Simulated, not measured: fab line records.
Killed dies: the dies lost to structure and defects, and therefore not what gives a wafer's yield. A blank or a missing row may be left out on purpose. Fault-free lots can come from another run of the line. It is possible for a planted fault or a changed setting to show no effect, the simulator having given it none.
Comparing a struck lot with a sound one :: flow nand_harc :: 15 steps out of a route of 1159
Sound: these wafers, L331.1, L331.2, L331.4. Wafers L349.1, L349.3, L349.4 were the ones struck. The cause comes at the end.
At each step with rows: each side's tool, then ch and its chambers, then its first start. Under that, the readings that differ: sound wafers :: struck wafers :: difference of the means :: sigmas: that difference in standard deviations of wafers without a fault.
alike: same words and numbers on both sides, and readings whose means sit less than 2 such deviations apart. not compared: any withheld reading, any reading some wafer has no value for, any bound like >300 that may hide the same value, and any number with overlapping values for which the record gives no deviation.
Wherever a step has rows on one side only, a row that says differs or no value, or a row with sigmas, the two part there. Non-overlapping numbers with no deviation appear without sigmas and do not part them. A reading missing from all wafers of one side parts the sides only when that side holds two or more wafers.

first, 7 steps without rows for these wafers: NHARC_A_BLC_COAT_03 (time 65 s); NHARC_A_BLC_COAT_04 (resist thk 90 nm); NHARC_A_BLC_SOFTBAKE_05 (time 55 s); NHARC_A_BLC_EBR_06; NHARC_A_BLC_EXPOSE_07 (exposes mask A BLC, target cd 100 nm); NHARC_A_BLC_PEB_08 (peb time 65 s); NHARC_A_BLC_DEVELOP_09 (develop time 35 s).
NHARC_A_BLC_CD_MEAS_10: target cd 100 nm.
  sound on cd_sem-03 ch 0, day 18 14:50; struck on cd_sem-02 ch 0, day 21 23:49
  alike: cd_nm
NHARC_A_BLC_OVL_MEAS_11:
  sound on overlay-02, day 18 14:56; struck on overlay-02, day 21 23:55
  alike: overlay_x_nm, overlay_y_nm
NHARC_A_BLC_INSPECT_12:
  sound on defect_inspect-01, day 18 14:58; struck on defect_inspect-01, day 21 23:57
  alike: raw_defect_count
NHARC_A_BLC_DESCUM_15: chemistry O2, time 3 s.
  sound on rie_diel-04 ch 0,1,2, day 18 15:02; struck on rie_diel-04 ch 0,1,3, day 22 00:01
reading: rf_hours_counter_h (h)
sound: 12 11 12
struck: 2 4 3
difference: -9
sigmas: 
  alike: drypump_motor_current_A, o2_flow_sccm, oes_product_au, rf_vpp_V, showerhead_plenum_p_Torr, throttle_valve_pct
NHARC_A_BLC_ETCH_16: etches the open film in CF4, target depth 39 nm, time 65 s.
  sound on rie_diel-04 ch 0,1,3, day 18 15:07; struck on rie_diel-04 ch 0,1,3, day 22 00:06
reading: cf4_flow_sccm (sccm)
sound: 148.6 149.6 149.2
struck: 150.0 149.3 150.8
difference: +0.9
sigmas: +2

reading: rf_hours_counter_h (h)
sound: 11 12 12
struck: 4 2 3
difference: -9
sigmas: 
  alike: bias_w, drypump_motor_current_A, oes_product_au, rf_vpp_V, showerhead_plenum_p_Torr, throttle_valve_pct
NHARC_A_BLC_ETCH_17: etches the open film in N2/H2, target depth 390 nm, time 609.38 s.
  sound on rie_diel-04 ch 0,1,3, day 18 15:13; struck on rie_diel-04 ch 0,1,3, day 22 00:11
  no value came back on the struck wafers for any of 8 readings (bias_w (W), chamber_pressure_mTorr (mTorr) and others); on the sound wafers bias_w (W) reads 150.0 149.4 149.9
NHARC_A_BLC_ETCH_18: etches the open film in C4F8/O2/Ar, target depth 910 nm.
  sound on rie_diel-04 ch 1,2,3; struck on rie_diel-04 ch 1,2,3
reading: rf_hours_counter_h (h)
sound: 12 13 12
struck: 4 4 4
difference: -8
sigmas: 
  alike: bias_w, chamber_pressure_mTorr, oes_product_au, rf_vpp_V
-- jump in the record: it breaks off in module A_BLC and resumes in module END (first step shown: number 1159 of the route), and 2 days separate the struck wafers' starts before and after --
NHARC_END_SORT_01:
  the record has rows for the struck wafers here (prober-02 ch 0, day 24 03:14) and none for the sound ones

WHERE THEY PART
Last at NHARC_END_SORT_01 as far as this record goes, first at NHARC_A_BLC_ETCH_16.

WHY: what had been put in by the simulator
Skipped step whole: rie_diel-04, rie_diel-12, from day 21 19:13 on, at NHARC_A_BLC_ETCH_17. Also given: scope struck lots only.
